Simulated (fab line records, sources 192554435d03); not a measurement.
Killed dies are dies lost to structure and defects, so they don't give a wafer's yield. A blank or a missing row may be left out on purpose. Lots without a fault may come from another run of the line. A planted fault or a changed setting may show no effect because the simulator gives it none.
fab line records | flow n5_finfet
record lots=7 wafers=39
route steps=1938 shown DUMMY_GATE@237 HKMG_FIN@403 GATE_CUT@477
start_h: hours from the record's first day to the start of the lot's first wafer shown | wait_h: hours since the lot's step before | " the same as in the row above | L1.1+2: a row that stands for several wafers | - no value, or no start given | * or withheld: withheld | < > ~ a bound
route shown NAME@n: a module of which the file shows steps, and the number in the route of the first | usual: mean/standard deviation of fault-free wafers | same: alike in all rows | chamber/n: place in a boat | sites: the reading at each site | _std_site: their standard deviation | _edge_site: outer sites' mean less inner sites' | radius_mm: how far each site lies from the wafer's centre | mask NAME#n: copy n | behind: the tool/chamber that last shaped the wafer | hold: why the lot was held/for how many hours/how that ended | device: the transistor (n, p or np) that didn't switch | end of line: the same wafers' tests at the end of the route | a step without rows: its recipe alone | killed: dies lost to structure and defects at the first sort, not the wafer's yield | map: a wafer's dies, x killed, . not, _ none there
set.NAME: the setting as run; set.NAME@STEP: as run at that earlier step | model.NAME: the simulator's own value behind a step, which no gauge read
lots whose settings were changed on purpose; a table a step, a row a wafer
## steps
# step N5_DUMMY_GATE_ETCH_37
# recipe chemistry=N2/H2 target=SOC target_depth_a=600 overetch_a=300 temp_c=40 ion_energy_ev=200 pressure_mtorr=30 source_w=840 bias_w=150 n2_flow_sccm=200 h2_flow_sccm=200
# usual rf_vpp_V=523.5/2.7
# columns lot.wafer tool chamber start_h wait_h set.source_w rf_vpp_V
L074.1 rie_diel-06 0 47.95 0.0 840 522.3
L074.2 " 3 " " 988.1 496.8
L074.3 " 2 " " 840 519.6
L074.4 " 1 " " 988.1 498.7
L074.5 " 2 " " 988.1 492.3
L074.6 " 1 " " 840 524.6
L075.1 rie_diel-02 2 59.24 0.0 840 523.7
L075.2 " 1 " " 840 528.0
L075.3 " 3 " " 840 521.0
L077.1 rie_diel-06 1 69.55 0.0 840 525.9
L077.2 " 3 " " 938 505.1
L077.3 " 2 " " 840 518.9
L077.4 " 0 " " 938 504.4
L077.5 " 1 " " 938 505.7
L077.6 " 0 " " 840 522.4
L083.1 rie_diel-06 1 103.05 0.0 981.4 498.5
L083.2 " 2 " " 840 519.2
L083.3 " 3 " " 840 523.5
L083.4 " 1 " " 840 525.5
L083.5 " 2 " " 981.4 493.6
L083.6 " 3 " " 981.4 497.4
L086.1 rie_diel-03 0 121.57 0.0 840 524.9
L086.2 " 2 " " 840 526.9
L086.3 " 3 " " 943 506.2
L086.4 " 3 " " 840 527.3
L086.5 " 2 " " 943 507.5
L086.6 " 0 " " 943 503.5
L087.1 rie_diel-06 1 124.58 0.0 969.6 501.1
L087.2 " 2 " " 840 518.6
L087.3 " 3 " " 969.6 497.8
L087.4 " 0 " " 840 523.4
L087.5 " 1 " " 840 524.7
L087.6 " 2 " " 969.6 494.3
L091.1 rie_diel-02 0 149.55 0.0 895.4 509.9
L091.2 " 3 " " 895.4 508.7
L091.3 " 1 " " 895.4 518.2
L091.4 " 2 " " 840 522.1
L091.5 " 3 " " 840 520.9
L091.6 " 2 " " 840 524.0
# step N5_HKMG_FIN_ETCH_55
# recipe chemistry=N2/H2 target=SOC target_depth_a=2400 temp_c=40 time_s=300 ion_energy_ev=200 mask_material=SiARC pressure_mtorr=30 source_w=840 bias_w=150 n2_flow_sccm=200 h2_flow_sccm=200
# usual rf_vpp_V=523.1/2.4
# columns lot.wafer tool chamber start_h wait_h set.bias_w rf_vpp_V model.SiARC_of_HKMG_FIN_COAT_42.thk_nm
L074.1 rie_diel-04 3 71.80 0.0 131.9 480.9 23
L074.2 " 0 " " 131.9 482.5 22.8
L074.3 " 1 " " 150 520.4 21.2
L074.4 " 3 " " 150 520.8 20.8
L074.5 " 0 " " 131.9 483.6 22.8
L074.6 " 1 " " 150 521.7 21.4
L075.1 rie_diel-01 0 83.56 0.0 150 525.3 21.2
L075.2 " 1 " " 150 526.8 21
L075.3 " 2 " " 150 525.1 21
L077.1 rie_diel-01 2 94.54 0.0 122.9 461.8 24.4
L077.2 " 1 " " 150 527.1 21
L077.3 " 3 " " 150 521.6 21.2
L077.4 " 0 " " 150 526.7 21
L077.5 " 3 " " 122.9 459.3 24.4
L077.6 " 2 " " 122.9 461.2 24.6
L083.1 rie_diel-04 1 129.46 0.0 134.4 484.9 23.2
L083.2 " 3 " " 150 519.9 20.6
L083.3 " 0 " " 134.4 489.4 22.4
L083.4 " 2 " " 150 525.7 20.4
L083.5 " 2 " " 150 524.8 20.6
L083.6 " 3 " " 134.4 486.2 22.6
L086.1 rie_diel-04 2 145.86 0.0 150 526.0 20.6
L086.2 " 0 " " 171.8 570.6 18
L086.3 " 1 " " 150 521.0 21.6
L086.4 " 3 " " 150 519.6 21
L086.5 " 0 " " 171.8 571.2 18.2
L086.6 " 3 " " 171.8 567.7 18.4
L087.1 rie_diel-05 3 148.25 0.0 150 519.6 21.6
L087.2 " 2 " " 150 526.1 21.4
L087.3 " 0 " " 150 520.2 21
L087.4 " 1 " " 150 524.2 20.6
L087.5 " 1 " " 150 524.0 20.6
L087.6 " 2 " " 150 526.3 21.4
L091.1 rie_diel-04 0 175.21 0.0 150 524.3 20.8
L091.2 " 3 " " 150 521.8 20.8
L091.3 " 1 " " 150 519.5 21.2
L091.4 " 2 " " 150 524.7 20.2
L091.5 " 2 " " 150 525.6 20.2
L091.6 " 3 " " 150 521.3 20.6
# step N5_GATE_CUT_HM_DEP_46
# recipe material=SiO2 target_thk_a=1300 temp_c=400 precursor=TEOS/O2 pressure_torr=6.5 rf_w=900 teos_flow_sccm=161.4 gas=O2 flow_sccm=2650 time_s=26.6
# columns lot.wafer tool chamber start_h wait_h set.time_s model.SiO2_of_GATE_CUT_HM_DEP_46.thk_nm
L074.1 pecvd-02 2 82.71 0.0 26.6 127.6
L074.2 " 1 " " 26.6 128.6
L074.3 " 2 " " 26.6 129.4
L074.4 " 1 " " 26.6 130.8
L074.5 " 2 " " 26.6 129.6
L074.6 " 1 " " 26.6 132
L075.1 pecvd-02 2 95.13 0.0 26.6 129.8
L075.2 " 0 " " 26.6 128.4
L075.3 " 1 " " 26.6 128.6
L077.1 pecvd-03 2 105.87 0.0 26.6 128.6
L077.2 " 1 " " 28.5 137.8
L077.3 " 0 " " 26.6 129.8
L077.4 " 0 " " 28.5 140
L077.5 " 1 " " 28.5 139.2
L077.6 " 2 " " 26.6 131
L083.1 pecvd-02 1 141.03 0.0 26.6 132.4
L083.2 " 0 " " 26.6 131
L083.3 " 2 " " 26.6 131.8
L083.4 " 1 " " 26.6 133.6
L083.5 " 0 " " 26.6 130.8
L083.6 " 2 " " 26.6 134.4
L086.1 pecvd-03 0 157.30 0.0 26.6 129.4
L086.2 " 2 " " 26.6 130.8
L086.3 " 1 " " 26.6 128.2
L086.4 " 0 " " 26.6 131.2
L086.5 " 2 " " 26.6 130.6
L086.6 " 1 " " 26.6 131.4
L087.1 pecvd-01 2 159.47 0.0 23.83 116.2
L087.2 " 0 " " 23.83 114
L087.3 " 1 " " 26.6 131
L087.4 " 1 " " 26.6 133
L087.5 " 0 " " 23.83 116.4
L087.6 " 2 " " 26.6 132
L091.1 pecvd-02 0 186.77 0.0 30.35 146
L091.2 " 2 " " 26.6 131.2
L091.3+4 " 1,2 " " 30.35 149.2
L091.5 " 0 " " 26.6 130.8
L091.6 " 1 " " 26.6 133.6
# step N5_GATE_CUT_COAT_34
# recipe resist=SOC temp_c=250 time_s=60 spin_rpm=1500 resist_thk_nm=60
# step N5_GATE_CUT_COAT_35
# recipe resist=SiARC temp_c=220 time_s=60 spin_rpm=1500 resist_thk_nm=10
# step N5_GATE_CUT_STRIP_38
# recipe chemistry=N2/H2 temp_c=40 n2_flow_sccm=200 h2_flow_sccm=200 rf_frequency_hz=6e+07
# step N5_GATE_CUT_STRIP_39
# recipe chemistry=N2/H2 temp_c=40 n2_flow_sccm=200 h2_flow_sccm=200 rf_frequency_hz=6e+07
# step N5_GATE_CUT_HM_OPEN_40
# recipe chemistry=C4F6/O2 target=SiO2 mask_material=SiARC target_depth_a=1390 time_s=85.1 ion_energy_ev=250 pressure_mtorr=30 source_w=345 bias_w=185 Ar_flow_sccm=300 C4F6_flow_sccm=10 O2_flow_sccm=10 ends=cleared
# usual etch_rf_on_time_s=94.1/2.5
# columns lot.wafer tool chamber start_h wait_h set.time_s@GATE_CUT_HM_DEP_46 etch_rf_on_time_s model.etch.depth_nm model.SOC_of_GATE_CUT_COAT_34.thk_nm
L074.1 rie_diel-03 0 83.36 0.0 26.6 93.5 127.5 33.4
L074.2 " 2 " " 26.6 92.6 128.7 32.2
L074.3 " 1 " " 26.6 94.5 129.4 32.6
L074.4 " 3 " " 26.6 94.7 130.9 32.2
L074.5 " 3 " " 26.6 93.4 129.6 32.4
L074.6 " 2 " " 26.6 95.3 132 31.4
L075.1 rie_diel-03 3 95.87 0.0 26.6 92.8 129.8 32.2
L075.2 " 2 " " 26.6 92.7 128.4 32.2
L075.3 " 0 " " 26.6 94.7 128.6 33
L077.1 rie_diel-06 3 106.49 0.0 26.6 93.0 128.6 34.2
L077.2 " 1 " " 28.5 99.3 137.8 31.6
L077.3 " 2 " " 26.6 94.5 129.8 32.6
L077.4 " 2 " " 28.5 103.1 140 30.4
L077.5 " 3 " " 28.5 101.7 139.2 32
L077.6 " 1 " " 26.6 95.3 131 33
L083.1 rie_diel-02 2 141.78 0.0 26.6 92.7 132.4 32
L083.2 " 1 " " 26.6 90.1 130.9 32.4
L083.3 " 3 " " 26.6 97.5 131.7 32.6
L083.4 " 0 " " 26.6 97.6 133.6 31.4
L083.5 " 1 " " 26.6 91.0 130.8 32.4
L083.6 " 2 " " 26.6 94.2 134.3 31.6
L086.1 rie_diel-03 0 157.93 0.0 26.6 95.9 129.4 33.2
L086.2 " 1 " " 26.6 94.0 130.8 32.2
L086.3 " 2 " " 26.6 92.4 128.1 32.6
L086.4 " 3 " " 26.6 92.5 131.2 32.2
L086.5 " 3 " " 26.6 92.0 130.6 32.4
L086.6 " 0 " " 26.6 97.3 131.4 32.8
L087.1 rie_diel-06 0 160.10 0.0 23.83 81.7 116.1 35.2
L087.2 " 2 " " 23.83 84.5 114 35.6
L087.3 " 1 " " 26.6 94.7 131 32.6
L087.4 " 3 " " 26.6 95.5 133 32.6
L087.5 " 0 " " 23.83 81.7 116.4 35
L087.6 " 1 " " 26.6 95.2 132.1 32.6
L091.1 rie_diel-03 1 187.65 0.0 30.35 104.9 146.1 29
L091.2 " 3 " " 26.6 92.4 131.2 32
L091.3 " 2 " " 30.35 107.9 149.3 27.8
L091.4 " 0 " " 30.35 109.9 149.1 28.8
L091.5 " 1 " " 26.6 93.8 130.8 32.2
L091.6 " 2 " " 26.6 96.5 133.5 31
# step N5_GATE_CUT_STRIP_41
# recipe chemistry=CF4 resist=SiARC power_w=300 bias_power_w=75 pressure_mtorr=50 cf4_flow_sccm=150 rf_frequency_hz=6e+07
# step N5_GATE_CUT_STRIP_42
# recipe chemistry=O2 power_w=400 temp_c=40 pressure_mtorr=30 rf_frequency_hz=6e+07 bias_power_w=0 overash_fraction=0.3 o2_flow_sccm=225
# step N5_GATE_CUT_ALD_22
# recipe material=SiNx target_thk_a=160 temp_c=400 ald_precursor_family=SiH2I2 ald_co_reactant=N2/H2-plasma pulse_time_s=1 ald_cycles=320 purge_time_s=2 co_reactant_purge_time_s=2 pressure_torr=2
# step N5_GATE_CUT_CMP_23
# recipe stop_on=SiO2 t_overpolish_s=23.4 post_cmp_clean=alkaline_brush down_force_psi=2.5 platen_rpm=51.8 pad_velocity_m_s=1.0307 target_thk_nm=16
# step N5_GATE_CUT_THK_MEAS_24
# recipe reads=SiO2_of_GATE_CUT_HM_DEP_46+SiO2_flowable_of_ILD0_FCVD_FILL_01
# usual GC_FILL_THK=220.5/2.1
# columns lot.wafer tool chamber start_h wait_h set.time_s@GATE_CUT_HM_DEP_46 GC_FILL_THK[nm]
L074.1 film_metro-02 - 86.23 - 26.6 217.1
L074.2 " - " " 26.6 218.3
L074.3 " - " " 26.6 220.8
L074.4 " - " " 26.6 221.9
L074.5 " - " " 26.6 220.2
L074.6 " - " " 26.6 222.4
L075.1 film_metro-01 - 98.33 - 26.6 220.1
L075.2 " - " " 26.6 218.2
L075.3 " - " " 26.6 220.4
L077.1 film_metro-02 - 108.95 - 26.6 217.0
L077.2 " - " " 28.5 228.5
L077.3 " - " " 26.6 220.5
L077.4 " - " " 28.5 231.5
L077.5 " - " " 28.5 230.4
L077.6 " - " " 26.6 221.6
L083.1 film_metro-01 - 144.81 - 26.6 223.0
L083.2 " - " " 26.6 219.9
L083.3 " - " " 26.6 222.6
L083.4 " - " " 26.6 224.0
L083.5 " - " " 26.6 221.9
L083.6 " - " " 26.6 224.6
L086.1 film_metro-02 - 160.43 - 26.6 218.8
L086.2 " - " " 26.6 218.5
L086.3 " - " " 26.6 218.5
L086.4 " - " " 26.6 221.0
L086.5 " - " " 26.6 220.6
L086.6 " - " " 26.6 220.1
L087.1 film_metro-01 - 162.55 - 23.83 206.7
L087.2 " - " " 23.83 204.4
L087.3 " - " " 26.6 222.7
L087.4 " - " " 26.6 224.4
L087.5 " - " " 23.83 205.1
L087.6 " - " " 26.6 223.2
L091.1 film_metro-01 - 190.59 - 30.35 235.6
L091.2 " - " " 26.6 219.7
L091.3 " - " " 30.35 240.2
L091.4 " - " " 30.35 239.9
L091.5 " - " " 26.6 222.8
L091.6 " - " " 26.6 223.4
# step N5_GATE_CUT_CMP_43
# recipe material=SiO2 post_cmp_clean=rinse_only
# columns lot.wafer tool chamber start_h wait_h set.time_s@GATE_CUT_HM_DEP_46 model.SiO2_of_GATE_CUT_HM_DEP_46.thk_nm
L074.3+4+2+5+6 cmp-02 0,1,3,0,1 86.37 0.1 26.6 5
L074.1 " 2 " " 26.6 4.8
L075.3+2+1 cmp-01 1,2,0 98.36 0.0 26.6 5
L077.2+4+5 cmp-01 3,2,3 108.98 0.0 28.5 5.4
L077.3+1+6 " 0,1,0 " " 26.6 5
L083.1+4+6 cmp-03 3,1,0 144.93 0.1 26.6 5.2
L083.2+3+5 " 0,2,3 " " 26.6 5
L086.2+1+4+3+5+6 cmp-01 1,2,3,0,1,2 160.46 0.0 26.6 5
L087.4 cmp-01 1 162.58 0.0 26.6 5.2
L087.3+6 " 2 " " 26.6 5
L087.1+5 " 3,1 " " 23.83 4.4
L087.2 " 0 " " 23.83 4.2
L091.4+1 cmp-03 2,0 190.62 0.0 30.35 5.8
L091.3 " 3 " " 30.35 6
L091.2+5 " 1,3 " " 26.6 5
L091.6 " 2 " " 26.6 5.2
## key
split step=N5_DUMMY_GATE_ETCH_37 setting=source_w stated=840 by=wafer
response step=N5_DUMMY_GATE_ETCH_37 reading=rf_vpp_V change=-1.55 per=1% r=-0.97
split step=N5_HKMG_FIN_ETCH_55 setting=bias_w stated=150 by=wafer
response step=N5_HKMG_FIN_ETCH_55 reading=rf_vpp_V change=+3.41 per=1% r=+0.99
response step=N5_HKMG_FIN_ETCH_55 reading=model.SiARC_of_HKMG_FIN_COAT_42.thk_nm change=-0.186 per=1% r=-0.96
split step=N5_GATE_CUT_HM_DEP_46 setting=time_s stated=26.6 by=wafer
response step=N5_GATE_CUT_HM_DEP_46 reading=model.SiO2_of_GATE_CUT_HM_DEP_46.thk_nm change=+1.3 per=1% r=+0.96
response step=N5_GATE_CUT_HM_OPEN_40 reading=etch_rf_on_time_s change=* per=1% r=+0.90
response step=N5_GATE_CUT_HM_OPEN_40 reading=model.etch.depth_nm change=+1.3 per=1% r=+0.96
response step=N5_GATE_CUT_HM_OPEN_40 reading=model.SOC_of_GATE_CUT_COAT_34.thk_nm change=-0.242 per=1% r=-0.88
response step=N5_GATE_CUT_THK_MEAS_24 reading=GC_FILL_THK change=+1.39 per=1% r=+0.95
response step=N5_GATE_CUT_CMP_43 reading=model.SiO2_of_GATE_CUT_HM_DEP_46.thk_nm change=+0.0608 per=1% r=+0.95
